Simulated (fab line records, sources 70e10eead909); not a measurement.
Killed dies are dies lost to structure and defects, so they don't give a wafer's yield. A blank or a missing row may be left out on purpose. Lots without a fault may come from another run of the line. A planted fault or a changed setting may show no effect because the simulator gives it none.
Which tool did it? | flow nand_harc | 13 lots, 39 wafers sampled, at 5 steps of a route of 1302

WHAT THE GAUGES READ, wafer by wafer
NHARC_A_WL_FILL_INSPECT_15. Usual: raw_defect_count 506, standard deviation 150.
lot  | measured     | on                | raw_defect_count | flag
L416 | day 21 00:56 | defect_inspect-02 | 414 429 603      |
L417 | day 21 13:10 | defect_inspect-02 | 422 532 649      |
L420 | day 22 16:46 | defect_inspect-01 | 502 455 518      |
L423 | day 24 02:44 | defect_inspect-02 | 633 399 426      |
L430 | day 26 07:35 | defect_inspect-02 | 483 692 595      |
L428 | day 26 07:34 | defect_inspect-01 | 599 445 526      |
L431 | day 26 07:43 | defect_inspect-02 | 545 483 869      |
L432 | day 27 19:35 | defect_inspect-02 | 375 406 564      |
L436 | day 28 20:47 | defect_inspect-01 | 409 555 385      |
L435 | day 28 20:46 | defect_inspect-02 | 487 404 451      |
L437 | day 29 18:39 | defect_inspect-01 | 465 499 407      |
L438 | day 29 18:49 | defect_inspect-02 | 356 435 440      |
L439 | day 31 11:33 | defect_inspect-01 | 304 375 293      |

NHARC_END_SORT_01. Usual: killed_at_array 55, standard deviation 15; killed_at_other 1.0, standard deviation 1.2; killed_at_periphery 3.4, standard deviation 2.2; killed_dies 59, standard deviation 15; killed_open 3.2, standard deviation 2; killed_short 2.5, standard deviation 1.7.
lot  | measured     | on        | killed_at_array | killed_at_other | killed_at_periphery | killed_dies | killed_open | killed_short | flag
L428 | day 30 00:13 | prober-01 | 54 672 60       | 1 0 2           | 0 5 1               | 55 677 63   | 4 4 4       | 0 6 1        | OFF
L431 | day 30 00:23 | prober-02 | 52 39 48        | 0 0 1           | 4 7 4               | 56 46 53    | 4 2 7       | 2 2 2        |

WHICH TOOL RAN EACH LOT (tool, then ch and the chambers of the sampled wafers, then the start)
lot  | NHARC_A_WL_FILL_ETCHBACK_05       | NHARC_A_WL_FILL_ALD_19              | NHARC_A_WL_FILL_CMP_12
L416 | rie_metal-03 ch 0,1, day 20 05:03 | ald_metal-01 ch 0,2,3, day 21 00:05 | cmp-04 ch 0,1,3, day 21 00:27
L417 | rie_metal-03 ch 0,1, day 20 20:58 | ald_metal-02 ch 1,2,3, day 21 12:20 | cmp-01 ch 0,2, day 21 12:43
L420 | rie_metal-03 ch 0,1, day 21 22:33 | ald_metal-02 ch 0,1,3, day 22 15:56 | cmp-04 ch 0,1, day 22 16:20
L423 | rie_metal-01 ch 0,1, day 23 09:39 | ald_metal-02 ch 0,3, day 24 01:26   | cmp-01 ch 0,1,2, day 24 02:19
L430 | rie_metal-01 ch 0,1, day 25 12:52 | ald_metal-01 ch 0,2,3, day 26 06:45 | cmp-04 ch 2,3, day 26 07:07
L428 | rie_metal-03 ch 0,1, day 25 12:58 | ald_metal-02 ch 0,1,3, day 26 06:43 | cmp-03 ch 0,1,3, day 26 07:05
L431 | rie_metal-02 ch 0,1, day 25 16:35 | ald_metal-04 ch 0,2,3, day 26 06:47 | cmp-01 ch 0,2,3, day 26 07:15
L432 | rie_metal-03 ch 0,1, day 27 04:47 | ald_metal-01 ch 0,2,3, day 27 18:35 | cmp-04 ch 0,2,3, day 27 19:04
L436 | rie_metal-01 ch 0,1, day 28 04:09 | ald_metal-01 ch 0,1,2, day 28 19:56 | cmp-01 ch 1,2,3, day 28 20:19
L435 | rie_metal-03 ch 1, day 28 04:16   | ald_metal-04 ch 1,3, day 28 19:55   | cmp-04 ch 0,3, day 28 20:18
L437 | rie_metal-03 ch 0,1, day 29 00:57 | ald_metal-02 ch 1,3, day 29 17:50   | cmp-01 ch 1,2,3, day 29 18:11
L438 | rie_metal-01 ch 1, day 29 01:08   | ald_metal-01 ch 2,3, day 29 17:49   | cmp-03 ch 0,1, day 29 18:20
L439 | rie_metal-01 ch 0,1, day 30 15:43 | ald_metal-01 ch 0,1, day 31 10:39   | cmp-01 ch 1,2,3, day 31 11:06
- NHARC_A_WL_FILL_ETCHBACK_05: etches the open film in Cl2/BCl3, target depth 22 nm, time 60 s.
- NHARC_A_WL_FILL_ALD_19: deposits TiN, target thk 2 nm, pulse time 3 s, ald cycles 100.
- NHARC_A_WL_FILL_CMP_12: polishes, t overpolish 30 s, target thk 100 nm.

WHAT THE TOOLS THEMSELVES READ (means of the sampled wafers that have a number; where no wafer has one, the mark that the record gives instead)
NHARC_A_WL_FILL_ETCHBACK_05. Usual: drypump_motor_current_A 5.8 A, standard deviation 0.57; oes_product_au 1.003 a.u., standard deviation 0.0097; temp_c 39.98 C, standard deviation 0.13.
lot  | tool         | drypump_motor_current_A (A) | oes_product_au (a.u.) | temp_c (C) | flag
L416 | rie_metal-03 | 5.7                         | 0.996                 | 39.99      |
L417 | rie_metal-03 | 5.7                         | 0.990                 | 40.05      |
L420 | rie_metal-03 | 5.7                         | 1.002                 | 39.85      |
L423 | rie_metal-01 | 6.1                         | 1.000                 | 40.01      |
L430 | rie_metal-01 | 5.7                         | 0.995                 | 39.96      |
L428 | rie_metal-03 | 5.3                         | 1.008                 | 40.14      |
L431 | rie_metal-02 | 6.0                         | 1.004                 | 40.12      |
L432 | rie_metal-03 | 5.3                         | 1.017                 | 39.88      |
L436 | rie_metal-01 | 5.7                         | 1.000                 | 40.05      |
L435 | rie_metal-03 | 6.0                         | 1.007                 | 39.97      |
L437 | rie_metal-03 | 5.7                         | 1.009                 | 40.02      |
L438 | rie_metal-01 | 6.5                         | 1.004                 | 40.03      |
L439 | rie_metal-01 | 6.1                         | 1.006                 | 39.93      |

NHARC_A_WL_FILL_ALD_19. Usual: heater_power_w 1113 W, standard deviation 140; precursor_pulse_height_rel 1.002, standard deviation 0.021.
lot  | tool         | heater_power_w (W) | precursor_pulse_height_rel | flag
L416 | ald_metal-01 | 1141               | 1.000                      |
L417 | ald_metal-02 | 1228               | 1.000                      |
L420 | ald_metal-02 | 1148               | 1.000                      |
L423 | ald_metal-02 | 1269               | 0.997                      |
L430 | ald_metal-01 | 1110               | 1.016                      |
L428 | ald_metal-02 | 1152               | 1.023                      |
L431 | ald_metal-04 | 984                | 0.971                      |
L432 | ald_metal-01 | 1106               | 1.010                      |
L436 | ald_metal-01 | 1128               | 1.007                      |
L435 | ald_metal-04 | 954                | 1.002                      |
L437 | ald_metal-02 | 1218               | 1.006                      |
L438 | ald_metal-01 | 1052               | 1.007                      |
L439 | ald_metal-01 | 1148               | 0.996                      |

NHARC_A_WL_FILL_CMP_12. Usual: motor_current_A 12.1 A, standard deviation 1.3; overpolish_run_s 30.001 s, standard deviation 0.009; time_to_endpoint_s 19.4 s, standard deviation 2.5.
lot  | tool   | motor_current_A (A) | overpolish_run_s (s) | time_to_endpoint_s (s) | flag
L416 | cmp-04 | 10.9                | 29.997               | 18.5                   |
L417 | cmp-01 | 11.7                | 30.003               | 20.8                   |
L420 | cmp-04 | 11.0                | 30.002               | 22.7                   |
L423 | cmp-01 | 11.8                | 30.005               | 19.0                   |
L430 | cmp-04 | 13.4                | 30.005               | 16.0                   |
L428 | cmp-03 | 12.1                | 29.998               | 23.5                   |
L431 | cmp-01 | 11.9                | 30.003               | 19.8                   |
L432 | cmp-04 | 12.3                | 30.002               | 16.1                   |
L436 | cmp-01 | 11.4                | 29.994               | 17.9                   |
L435 | cmp-04 | 11.3                | 30.003               | 17.3                   |
L437 | cmp-01 | 11.1                | 29.999               | 17.3                   |
L438 | cmp-03 | 11.9                | 30.004               | 19.5                   |
L439 | cmp-01 | 11.3                | 29.999               | 19.4                   |

THE ANSWER, worked out from the rows above alone
Rule: a lot is off if the mean of its wafers that have a number lies more than 3 standard deviations from the usual mean. A lot without any number at a reading at which 4 lots or more have one is off too. The other lots that the step has rows for count as sound. The gauges are gone through in route order, then the tools' own readings, and for those a lot's mean is taken as printed above. The first step at which some lot is off is used, and at that step the reading that is off furthest; a lot without a number counts as furthest.
Off: L428, at NHARC_END_SORT_01 (killed_at_array). Neither off nor sound, because the step has no rows for them: L416, L417, L420, L423, L430, L432, L436, L435, L437, L438, L439.
A tool fits if, at a process step before that reading, it ran every lot that is off, and no sound lot after the first of them. The gauges at NHARC_END_SORT_01 are tried like those tools. Can't be told from this: 4 tools fit, rie_metal-03 at NHARC_A_WL_FILL_ETCHBACK_05, ald_metal-02 at NHARC_A_WL_FILL_ALD_19, cmp-03 at NHARC_A_WL_FILL_CMP_12, prober-01 at NHARC_END_SORT_01.

WHAT THE SIMULATOR HAD PUT IN
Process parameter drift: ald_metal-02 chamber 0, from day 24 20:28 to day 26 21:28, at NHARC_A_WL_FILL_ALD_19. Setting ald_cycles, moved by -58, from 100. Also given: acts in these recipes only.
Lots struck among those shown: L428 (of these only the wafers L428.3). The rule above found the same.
